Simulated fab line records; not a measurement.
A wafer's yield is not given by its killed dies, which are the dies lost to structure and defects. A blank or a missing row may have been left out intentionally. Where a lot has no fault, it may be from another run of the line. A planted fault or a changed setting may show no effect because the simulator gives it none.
Which tool did it? :: flow n5Finfet :: 72 wafers from 24 lots sampled at 4 of the route's 1938 steps

== WHAT THE GAUGES READ, wafer by wafer ==
N5_BEOL_M7_OVL_MEAS_29. Usual: V6_OVL -0.3 nm, standard deviation 0.66.
lot: L075
measured: day 8 22:41
on: overlay-01
V6_OVL (nm): -0.2 0.0 -0.7
flag: 

lot: L074
measured: day 9 01:49
on: overlay-01
V6_OVL (nm): -1.1 -0.9 -0.6
flag: 

lot: L076
measured: day 9 08:27
on: overlay-01
V6_OVL (nm): -0.2 -0.4 -0.4
flag: 

lot: L078
measured: day 9 19:07
on: overlay-02
V6_OVL (nm): -1.7 -0.4 -0.9
flag: 

lot: L077
measured: day 9 18:55
on: overlay-02
V6_OVL (nm): 0.2 0.6 0.5
flag: 

lot: L079
measured: day 10 10:17
on: overlay-01
V6_OVL (nm): -0.4 -0.4 -0.4
flag: 

lot: L080
measured: day 10 17:01
on: overlay-02
V6_OVL (nm): 0.5 -0.1 0.0
flag: 

lot: L082
measured: day 11 00:35
on: overlay-02
V6_OVL (nm): -0.3 -0.6 0.1
flag: 

lot: L081
measured: day 11 00:44
on: overlay-02
V6_OVL (nm): 0.4 0.7 0.1
flag: 

lot: L084
measured: day 11 08:47
on: overlay-01
V6_OVL (nm): 0.4 -1.0 -1.2
flag: 

lot: L083
measured: day 11 08:52
on: overlay-01
V6_OVL (nm): 1.1 0.0 -0.2
flag: 

lot: L085
measured: day 11 11:07
on: overlay-02
V6_OVL (nm): -0.6 -0.2 -0.2
flag: 

lot: L087
measured: day 12 09:48
on: overlay-01
V6_OVL (nm): 0.0 -0.2 -0.6
flag: 

lot: L088
measured: day 12 16:42
on: overlay-02
V6_OVL (nm): -2.0 -1.1 -0.5
flag: 

lot: L086
measured: day 12 16:51
on: overlay-01
V6_OVL (nm): -0.1 0.6 -0.2
flag: 

lot: L089
measured: day 13 13:25
on: overlay-02
V6_OVL (nm): 0.3 -0.7 -0.3
flag: 

lot: L090
measured: day 13 14:46
on: overlay-02
V6_OVL (nm): -1.2 -0.9 -0.8
flag: 

lot: L093
measured: day 13 15:19
on: overlay-02
V6_OVL (nm): -0.1 0.2 0.0
flag: 

lot: L091
measured: day 13 20:16
on: overlay-02
V6_OVL (nm): -0.2 -1.4 0.0
flag: 

lot: L092
measured: day 14 02:24
on: overlay-02
V6_OVL (nm): -0.1 -0.6 -0.4
flag: 

lot: L095
measured: day 14 17:29
on: overlay-02
V6_OVL (nm): 0.2 0.2 -0.4
flag: 

lot: L094
measured: day 14 23:18
on: overlay-02
V6_OVL (nm): -0.4 -0.8 0.1
flag: 

lot: L097
measured: day 15 05:44
on: overlay-01
V6_OVL (nm): 1.3 1.6 1.4
flag: 

lot: L096
measured: day 15 12:18
on: overlay-01
V6_OVL (nm): 0.4 1.0 0.0
flag: 

== TOOL THAT RAN EACH LOT (tool first, then ch and the chambers of the sampled wafers, then the start) ==
lot: L075
N5_BEOL_M6_DEGAS_44: pvdSputter-01, day 8 16:32
N5_BEOL_M6_PRE_CLEAN_45: pvdSputter-01, day 8 16:35
N5_BEOL_M7_STRIP_19: rieDiel-01 ch 2,3, day 8 21:36

lot: L074
N5_BEOL_M6_DEGAS_44: pvdSputter-01, day 8 18:00
N5_BEOL_M6_PRE_CLEAN_45: pvdSputter-01, day 8 18:02
N5_BEOL_M7_STRIP_19: rieDiel-03 ch 1,2,3, day 9 00:04

lot: L076
N5_BEOL_M6_DEGAS_44: pvdSputter-01, day 8 21:22
N5_BEOL_M6_PRE_CLEAN_45: pvdSputter-01, day 8 21:24
N5_BEOL_M7_STRIP_19: rieDiel-03 ch 2,3, day 9 03:37

lot: L078
N5_BEOL_M6_DEGAS_44: pvdSputter-01, day 9 12:36
N5_BEOL_M6_PRE_CLEAN_45: pvdSputter-01, day 9 12:38
N5_BEOL_M7_STRIP_19: rieDiel-03 ch 2,3, day 9 17:23

lot: L077
N5_BEOL_M6_DEGAS_44: pvdSputter-03, day 9 12:42
N5_BEOL_M6_PRE_CLEAN_45: pvdSputter-03, day 9 12:44
N5_BEOL_M7_STRIP_19: rieDiel-03 ch 1,3, day 9 17:33

lot: L079
N5_BEOL_M6_DEGAS_44: pvdSputter-03, day 10 01:38
N5_BEOL_M6_PRE_CLEAN_45: pvdSputter-03, day 10 01:40
N5_BEOL_M7_STRIP_19: rieDiel-01 ch 0,2, day 10 08:08

lot: L080
N5_BEOL_M6_DEGAS_44: pvdSputter-02, day 10 07:26
N5_BEOL_M6_PRE_CLEAN_45: pvdSputter-02, day 10 07:29
N5_BEOL_M7_STRIP_19: rieDiel-03 ch 0,1,3, day 10 11:57

lot: L082
N5_BEOL_M6_DEGAS_44: pvdSputter-01, day 10 17:07
N5_BEOL_M6_PRE_CLEAN_45: pvdSputter-01, day 10 17:10
N5_BEOL_M7_STRIP_19: rieDiel-03 ch 0,1,2, day 10 21:31

lot: L081
N5_BEOL_M6_DEGAS_44: pvdSputter-01, day 10 17:17
N5_BEOL_M6_PRE_CLEAN_45: pvdSputter-01, day 10 17:19
N5_BEOL_M7_STRIP_19: rieDiel-03 ch 1,2,3, day 10 21:58

lot: L084
N5_BEOL_M6_DEGAS_44: pvdSputter-03, day 11 02:02
N5_BEOL_M6_PRE_CLEAN_45: pvdSputter-03, day 11 02:04
N5_BEOL_M7_STRIP_19: rieDiel-01 ch 1,2,3, day 11 07:14

lot: L083
N5_BEOL_M6_DEGAS_44: pvdSputter-02, day 11 02:28
N5_BEOL_M6_PRE_CLEAN_45: pvdSputter-02, day 11 02:30
N5_BEOL_M7_STRIP_19: rieDiel-03 ch 1,2,3, day 11 07:53

lot: L085
N5_BEOL_M6_DEGAS_44: pvdSputter-02, day 11 05:59
N5_BEOL_M6_PRE_CLEAN_45: pvdSputter-02, day 11 06:01
N5_BEOL_M7_STRIP_19: rieDiel-03 ch 0,1,2, day 11 10:39

lot: L087
N5_BEOL_M6_DEGAS_44: pvdSputter-02, day 12 04:13
N5_BEOL_M6_PRE_CLEAN_45: pvdSputter-02, day 12 04:15
N5_BEOL_M7_STRIP_19: rieDiel-03 ch 0,3, day 12 09:02

lot: L088
N5_BEOL_M6_DEGAS_44: pvdSputter-01, day 12 11:24
N5_BEOL_M6_PRE_CLEAN_45: pvdSputter-01, day 12 11:26
N5_BEOL_M7_STRIP_19: rieDiel-01 ch 0,2,3, day 12 15:45

lot: L086
N5_BEOL_M6_DEGAS_44: pvdSputter-02, day 12 11:26
N5_BEOL_M6_PRE_CLEAN_45: pvdSputter-02, day 12 11:28
N5_BEOL_M7_STRIP_19: rieDiel-01 ch 1,2,3, day 12 16:01

lot: L089
N5_BEOL_M6_DEGAS_44: pvdSputter-03, day 13 08:13
N5_BEOL_M6_PRE_CLEAN_45: pvdSputter-03, day 13 08:16
N5_BEOL_M7_STRIP_19: rieDiel-03 ch 0,2,3, day 13 12:55

lot: L090
N5_BEOL_M6_DEGAS_44: pvdSputter-01, day 13 09:28
N5_BEOL_M6_PRE_CLEAN_45: pvdSputter-01, day 13 09:31
N5_BEOL_M7_STRIP_19: rieDiel-03 ch 0,2,3, day 13 14:20

lot: L093
N5_BEOL_M6_DEGAS_44: pvdSputter-01, day 13 09:59
N5_BEOL_M6_PRE_CLEAN_45: pvdSputter-01, day 13 10:01
N5_BEOL_M7_STRIP_19: rieDiel-01 ch 0,3, day 13 14:54

lot: L091
N5_BEOL_M6_DEGAS_44: pvdSputter-01, day 13 14:14
N5_BEOL_M6_PRE_CLEAN_45: pvdSputter-01, day 13 14:17
N5_BEOL_M7_STRIP_19: rieDiel-03 ch 1,2, day 13 19:02

lot: L092
N5_BEOL_M6_DEGAS_44: pvdSputter-02, day 13 18:36
N5_BEOL_M6_PRE_CLEAN_45: pvdSputter-02, day 13 18:38
N5_BEOL_M7_STRIP_19: rieDiel-03 ch 0,1,2, day 14 01:20

lot: L095
N5_BEOL_M6_DEGAS_44: pvdSputter-02, day 14 08:34
N5_BEOL_M6_PRE_CLEAN_45: pvdSputter-02, day 14 08:37
N5_BEOL_M7_STRIP_19: rieDiel-06 ch 0,2, day 14 13:49

lot: L094
N5_BEOL_M6_DEGAS_44: pvdSputter-03, day 14 16:32
N5_BEOL_M6_PRE_CLEAN_45: pvdSputter-03, day 14 16:34
N5_BEOL_M7_STRIP_19: rieDiel-03 ch 1,2, day 14 22:23

lot: L097
N5_BEOL_M6_DEGAS_44: pvdSputter-01, day 14 23:07
N5_BEOL_M6_PRE_CLEAN_45: pvdSputter-01, day 14 23:09
N5_BEOL_M7_STRIP_19: rieDiel-01 ch 0,1,3, day 15 04:12

lot: L096
N5_BEOL_M6_DEGAS_44: pvdSputter-03, day 15 04:48
N5_BEOL_M6_PRE_CLEAN_45: pvdSputter-03, day 15 04:50
N5_BEOL_M7_STRIP_19: rieDiel-01 ch 0,3, day 15 10:20
- N5_BEOL_M6_DEGAS_44: time 60 s.
- N5_BEOL_M6_PRE_CLEAN_45: time 30 s.
- N5_BEOL_M7_STRIP_19: strips in O2.

== AS READ BY THE TOOLS THEMSELVES (means over the sampled wafers that have a number; for cases with no such wafer, the mark the record gives instead) ==
N5_BEOL_M6_DEGAS_44. Usual: heaterPowerW at 327 W, with a standard deviation of 35.
lot: L075
tool: pvdSputter-01
heaterPowerW (W): 330
flag: 

lot: L074
tool: pvdSputter-01
heaterPowerW (W): 300
flag: 

lot: L076
tool: pvdSputter-01
heaterPowerW (W): 298
flag: 

lot: L078
tool: pvdSputter-01
heaterPowerW (W): 296
flag: 

lot: L077
tool: pvdSputter-03
heaterPowerW (W): 323
flag: 

lot: L079
tool: pvdSputter-03
heaterPowerW (W): 344
flag: 

lot: L080
tool: pvdSputter-02
heaterPowerW (W): 346
flag: 

lot: L082
tool: pvdSputter-01
heaterPowerW (W): 300
flag: 

lot: L081
tool: pvdSputter-01
heaterPowerW (W): 301
flag: 

lot: L084
tool: pvdSputter-03
heaterPowerW (W): 308
flag: 

lot: L083
tool: pvdSputter-02
heaterPowerW (W): 341
flag: 

lot: L085
tool: pvdSputter-02
heaterPowerW (W): 345
flag: 

lot: L087
tool: pvdSputter-02
heaterPowerW (W): 373
flag: 

lot: L088
tool: pvdSputter-01
heaterPowerW (W): 324
flag: 

lot: L086
tool: pvdSputter-02
heaterPowerW (W): 341
flag: 

lot: L089
tool: pvdSputter-03
heaterPowerW (W): 350
flag: 

lot: L090
tool: pvdSputter-01
heaterPowerW (W): 303
flag: 

lot: L093
tool: pvdSputter-01
heaterPowerW (W): 301
flag: 

lot: L091
tool: pvdSputter-01
heaterPowerW (W): 300
flag: 

lot: L092
tool: pvdSputter-02
heaterPowerW (W): 346
flag: 

lot: L095
tool: pvdSputter-02
heaterPowerW (W): 348
flag: 

lot: L094
tool: pvdSputter-03
heaterPowerW (W): 322
flag: 

lot: L097
tool: pvdSputter-01
heaterPowerW (W): 282
flag: 

lot: L096
tool: pvdSputter-03
heaterPowerW (W): 349
flag: 

N5_BEOL_M6_PRE_CLEAN_45. Usual: heaterPowerW at 326 W, with a standard deviation of 35.
lot: L075
tool: pvdSputter-01
heaterPowerW (W): 324
flag: 

lot: L074
tool: pvdSputter-01
heaterPowerW (W): 303
flag: 

lot: L076
tool: pvdSputter-01
heaterPowerW (W): 303
flag: 

lot: L078
tool: pvdSputter-01
heaterPowerW (W): 301
flag: 

lot: L077
tool: pvdSputter-03
heaterPowerW (W): 329
flag: 

lot: L079
tool: pvdSputter-03
heaterPowerW (W): 334
flag: 

lot: L080
tool: pvdSputter-02
heaterPowerW (W): 346
flag: 

lot: L082
tool: pvdSputter-01
heaterPowerW (W): 301
flag: 

lot: L081
tool: pvdSputter-01
heaterPowerW (W): 297
flag: 

lot: L084
tool: pvdSputter-03
heaterPowerW (W): 312
flag: 

lot: L083
tool: pvdSputter-02
heaterPowerW (W): 345
flag: 

lot: L085
tool: pvdSputter-02
heaterPowerW (W): 343
flag: 

lot: L087
tool: pvdSputter-02
heaterPowerW (W): 368
flag: 

lot: L088
tool: pvdSputter-01
heaterPowerW (W): 323
flag: 

lot: L086
tool: pvdSputter-02
heaterPowerW (W): 345
flag: 

lot: L089
tool: pvdSputter-03
heaterPowerW (W): 349
flag: 

lot: L090
tool: pvdSputter-01
heaterPowerW (W): 299
flag: 

lot: L093
tool: pvdSputter-01
heaterPowerW (W): 300
flag: 

lot: L091
tool: pvdSputter-01
heaterPowerW (W): 300
flag: 

lot: L092
tool: pvdSputter-02
heaterPowerW (W): 343
flag: 

lot: L095
tool: pvdSputter-02
heaterPowerW (W): 342
flag: 

lot: L094
tool: pvdSputter-03
heaterPowerW (W): 323
flag: 

lot: L097
tool: pvdSputter-01
heaterPowerW (W): 274
flag: 

lot: L096
tool: pvdSputter-03
heaterPowerW (W): 347
flag: 

N5_BEOL_M7_STRIP_19. Usual: drypumpMotorCurrentA 5.9 A, standard deviation 0.55; oesProductAu 0.80 a.u., standard deviation 0.11; rfVppV 3.6 V, standard deviation 0.6; showerheadPlenumPTorr 2.11 Torr, standard deviation 0.055; throttleValvePct 16.70 %, standard deviation 0.27.
lot: L075
tool: rieDiel-01
drypumpMotorCurrentA (A): 5.9
oesProductAu (a.u.): 0.76
rfVppV (V): 3.5
showerheadPlenumPTorr (Torr): 2.05
throttleValvePct (%): 16.79
flag: 

lot: L074
tool: rieDiel-03
drypumpMotorCurrentA (A): 5.9
oesProductAu (a.u.): 0.77
rfVppV (V): 3.9
showerheadPlenumPTorr (Torr): 2.14
throttleValvePct (%): 16.82
flag: 

lot: L076
tool: rieDiel-03
drypumpMotorCurrentA (A): 5.8
oesProductAu (a.u.): 0.69
rfVppV (V): 3.5
showerheadPlenumPTorr (Torr): 2.15
throttleValvePct (%): 17.01
flag: 

lot: L078
tool: rieDiel-03
drypumpMotorCurrentA (A): 5.8
oesProductAu (a.u.): 0.69
rfVppV (V): 3.7
showerheadPlenumPTorr (Torr): 2.14
throttleValvePct (%): 17.02
flag: 

lot: L077
tool: rieDiel-03
drypumpMotorCurrentA (A): 5.5
oesProductAu (a.u.): 0.77
rfVppV (V): 3.7
showerheadPlenumPTorr (Torr): 2.17
throttleValvePct (%): 16.83
flag: 

lot: L079
tool: rieDiel-01
drypumpMotorCurrentA (A): 5.5
oesProductAu (a.u.): 0.76
rfVppV (V): 3.8
showerheadPlenumPTorr (Torr): 2.09
throttleValvePct (%): 16.83
flag: 

lot: L080
tool: rieDiel-03
drypumpMotorCurrentA (A): 5.8
oesProductAu (a.u.): 0.84
rfVppV (V): 3.4
showerheadPlenumPTorr (Torr): 2.16
throttleValvePct (%): 16.59
flag: 

lot: L082
tool: rieDiel-03
drypumpMotorCurrentA (A): 6.3
oesProductAu (a.u.): 0.94
rfVppV (V): 3.0
showerheadPlenumPTorr (Torr): 2.12
throttleValvePct (%): 16.43
flag: 

lot: L081
tool: rieDiel-03
drypumpMotorCurrentA (A): 5.9
oesProductAu (a.u.): 0.85
rfVppV (V): 3.6
showerheadPlenumPTorr (Torr): 2.13
throttleValvePct (%): 16.69
flag: 

lot: L084
tool: rieDiel-01
drypumpMotorCurrentA (A): 5.6
oesProductAu (a.u.): 0.73
rfVppV (V): 4.0
showerheadPlenumPTorr (Torr): 2.08
throttleValvePct (%): 16.73
flag: 

lot: L083
tool: rieDiel-03
drypumpMotorCurrentA (A): 5.9
oesProductAu (a.u.): 0.84
rfVppV (V): 4.0
showerheadPlenumPTorr (Torr): 2.13
throttleValvePct (%): 16.70
flag: 

lot: L085
tool: rieDiel-03
drypumpMotorCurrentA (A): 6.3
oesProductAu (a.u.): 0.92
rfVppV (V): 3.4
showerheadPlenumPTorr (Torr): 2.12
throttleValvePct (%): 16.44
flag: 

lot: L087
tool: rieDiel-03
drypumpMotorCurrentA (A): 5.8
oesProductAu (a.u.): 0.77
rfVppV (V): 3.2
showerheadPlenumPTorr (Torr): 2.17
throttleValvePct (%): 16.82
flag: 

lot: L088
tool: rieDiel-01
drypumpMotorCurrentA (A): 5.7
oesProductAu (a.u.): 0.74
rfVppV (V): 3.4
showerheadPlenumPTorr (Torr): 2.06
throttleValvePct (%): 16.86
flag: 

lot: L086
tool: rieDiel-01
drypumpMotorCurrentA (A): 5.6
oesProductAu (a.u.): 0.72
rfVppV (V): 3.3
showerheadPlenumPTorr (Torr): 2.08
throttleValvePct (%): 16.74
flag: 

lot: L089
tool: rieDiel-03
drypumpMotorCurrentA (A): 6.2
oesProductAu (a.u.): 0.83
rfVppV (V): 3.3
showerheadPlenumPTorr (Torr): 2.13
throttleValvePct (%): 16.67
flag: 

lot: L090
tool: rieDiel-03
drypumpMotorCurrentA (A): 6.2
oesProductAu (a.u.): 0.84
rfVppV (V): 3.1
showerheadPlenumPTorr (Torr): 2.13
throttleValvePct (%): 16.65
flag: 

lot: L093
tool: rieDiel-01
drypumpMotorCurrentA (A): 5.4
oesProductAu (a.u.): 0.73
rfVppV (V): 3.2
showerheadPlenumPTorr (Torr): 2.06
throttleValvePct (%): 16.99
flag: 

lot: L091
tool: rieDiel-03
drypumpMotorCurrentA (A): 6.3
oesProductAu (a.u.): 0.88
rfVppV (V): 3.2
showerheadPlenumPTorr (Torr): 2.09
throttleValvePct (%): 16.57
flag: 

lot: L092
tool: rieDiel-03
drypumpMotorCurrentA (A): 6.3
oesProductAu (a.u.): 0.89
rfVppV (V): 3.4
showerheadPlenumPTorr (Torr): 2.11
throttleValvePct (%): 16.47
flag: 

lot: L095
tool: rieDiel-06
drypumpMotorCurrentA (A): 5.4
oesProductAu (a.u.): 0.80
rfVppV (V): 3.1
showerheadPlenumPTorr (Torr): 2.02
throttleValvePct (%): 16.49
flag: 

lot: L094
tool: rieDiel-03
drypumpMotorCurrentA (A): 6.3
oesProductAu (a.u.): 0.87
rfVppV (V): 4.1
showerheadPlenumPTorr (Torr): 2.08
throttleValvePct (%): 16.59
flag: 

lot: L097
tool: rieDiel-01
drypumpMotorCurrentA (A): 5.3
oesProductAu (a.u.): 0.70
rfVppV (V): 3.4
showerheadPlenumPTorr (Torr): 2.07
throttleValvePct (%): 16.90
flag: 

lot: L096
tool: rieDiel-01
drypumpMotorCurrentA (A): 5.7
oesProductAu (a.u.): 0.72
rfVppV (V): 3.5
showerheadPlenumPTorr (Torr): 2.03
throttleValvePct (%): 16.99
flag: 

== THE ANSWER, worked out from the rows above alone ==
Rule: lot off if the mean of its wafers having a number is beyond 3 standard deviations from the usual mean. Also off: a lot with no number at a reading for which 4 or more lots have one. Where the step has rows for the other lots, those lots are counted as sound. The gauges are gone through in route order, then the tools' own readings, and for those a lot's mean is taken as printed above. The first step at which some lot is off is used, and at that step the reading that is off furthest; a lot without a number counts as furthest.
None of the lots is off at any reading shown; this tells nothing.

== WHAT HAD BEEN PUT IN BY THE SIMULATOR ==
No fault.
